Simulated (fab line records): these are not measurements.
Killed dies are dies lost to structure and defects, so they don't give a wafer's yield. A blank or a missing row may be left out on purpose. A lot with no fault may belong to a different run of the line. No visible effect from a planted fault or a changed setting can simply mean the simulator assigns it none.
Matching of chambers :: flow nand_harc :: 3 sister chambers for NHARC_A_CONTACT_DEP_58 on pecvd-02
The step deposits SiON, target thk 90 nm. 3 wafers are shown with their chamber, then 12 later ones without.

== WAFERS PAIRED WITH THEIR CHAMBERS ==
wafer: L087.6
chamber: 2
heater_power_w (W): 804

wafer: L090.4
chamber: 1
heater_power_w (W): 888

wafer: L090.5
chamber: 0
heater_power_w (W): 826

== WAFERS WITHOUT THEIR CHAMBER ==
wafer: L093.1
heater_power_w (W): 719

wafer: L093.5
heater_power_w (W): 825

wafer: L093.6
heater_power_w (W): 725

wafer: L096.2
heater_power_w (W): 875

wafer: L096.3
heater_power_w (W): 749

wafer: L096.5
heater_power_w (W): 725

wafer: L095.3
heater_power_w (W): 761

wafer: L095.5
heater_power_w (W): 700

wafer: L095.6
heater_power_w (W): 768

wafer: L097.2
heater_power_w (W): 729

wafer: L097.3
heater_power_w (W): 876

wafer: L097.5
heater_power_w (W): 765

== CHAMBER TAKEN BY EACH ==
wafer: L093.1
from the rows above: can't be placed: 2 or 0 or 1
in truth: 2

wafer: L093.5
from the rows above: can't be placed: 0 or 2 or 1
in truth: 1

wafer: L093.6
from the rows above: can't be placed: 2 or 0 or 1
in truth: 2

wafer: L096.2
from the rows above: can't be placed: 1 or 0 or 2
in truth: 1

wafer: L096.3
from the rows above: can't be placed: 2 or 0 or 1
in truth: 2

wafer: L096.5
from the rows above: can't be placed: 2 or 0 or 1
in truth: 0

wafer: L095.3
from the rows above: can't be placed: 2 or 0 or 1
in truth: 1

wafer: L095.5
from the rows above: can't be placed: 2 or 0 or 1
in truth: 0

wafer: L095.6
from the rows above: can't be placed: 2 or 0 or 1
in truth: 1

wafer: L097.2
from the rows above: can't be placed: 2 or 0 or 1
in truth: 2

wafer: L097.3
from the rows above: can't be placed: 1 or 0 or 2
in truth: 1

wafer: L097.5
from the rows above: can't be placed: 2 or 0 or 1
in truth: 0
Correct placement for 0 of the 12. These rows do not allow placing 12 (true chamber among the candidates in 12). 0 placed wrongly.
How it was worked out, from the rows above alone: a wafer's distance from a chamber is the root of the sum, over the readings, of the square of ((its reading less the chamber's mean) divided by the reading's scatter). If the next closest chamber is less than 2 further off than the closest, the wafer can't be placed; otherwise it belongs to the closest. The mean given for a chamber averages the wafers shown for that chamber. The scatter: with one shown wafer a chamber, the root of the mean of the squares of how far each hidden wafer lies from its nearest shown one.
